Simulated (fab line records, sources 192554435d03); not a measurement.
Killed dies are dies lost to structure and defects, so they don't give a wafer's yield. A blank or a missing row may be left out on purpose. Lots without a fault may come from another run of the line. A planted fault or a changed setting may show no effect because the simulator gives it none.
Chamber matching | flow n5_finfet | N5_BEOL_M8_VIA_ETCH_34 on rie_diel-04: 4 sister chambers
The step etches SiCOH lowk in C4F6/O2, target depth 125.5 nm, time 50.5 s. 8 wafers are shown with their chamber, then 7 later ones without.

WAFERS WITH THEIR CHAMBER
wafer  | chamber | showerhead_plenum_p_Torr (Torr) | drypump_motor_current_A (A)
L076.1 | 3       | 2.88                            | 5.1
L084.3 | 2       | 2.79                            | 6.1
L084.5 | 0       | 3.03                            | 5.7
L086.3 | 3       | 2.87                            | 5.2
L086.5 | 0       | 3.02                            | 5.8
L086.6 | 1       | 2.74                            | 6.3
L090.1 | 1       | 2.74                            | 6.3
L090.5 | 2       | 2.79                            | 6.1

WAFERS WITHOUT THEIR CHAMBER
wafer  | showerhead_plenum_p_Torr (Torr) | drypump_motor_current_A (A)
L090.6 | 2.74                            | 6.3
L093.1 | 3.01                            | 5.8
L093.3 | 2.74                            | 6.3
L093.5 | 2.78                            | 6.1
L091.1 | 2.78                            | 6.1
L091.2 | 2.74                            | 6.3
L091.4 | 2.86                            | 5.1

WHICH CHAMBER EACH WENT THROUGH
wafer  | from the rows above | in truth
L090.6 | 1                   | 1
L093.1 | 0                   | 0
L093.3 | 1                   | 1
L093.5 | 2                   | 2
L091.1 | 2                   | 2
L091.2 | 1                   | 1
L091.4 | 3                   | 3
Placed correctly: 7 of 7. Can't be placed from these rows: 0. Placed wrongly: 0.
How it was worked out, from the rows above alone: a wafer's distance from a chamber is the root of the sum, over the readings, of the square of ((its reading less the chamber's mean) divided by the reading's scatter). The wafer belongs to the nearest chamber; if the next one is less than 2 further off, it can't be placed. A chamber's mean is the mean of its shown wafers. The scatter: the root of (the sum of the squares of (reading less its chamber's mean) over the shown wafers, divided by (wafers less chambers)).
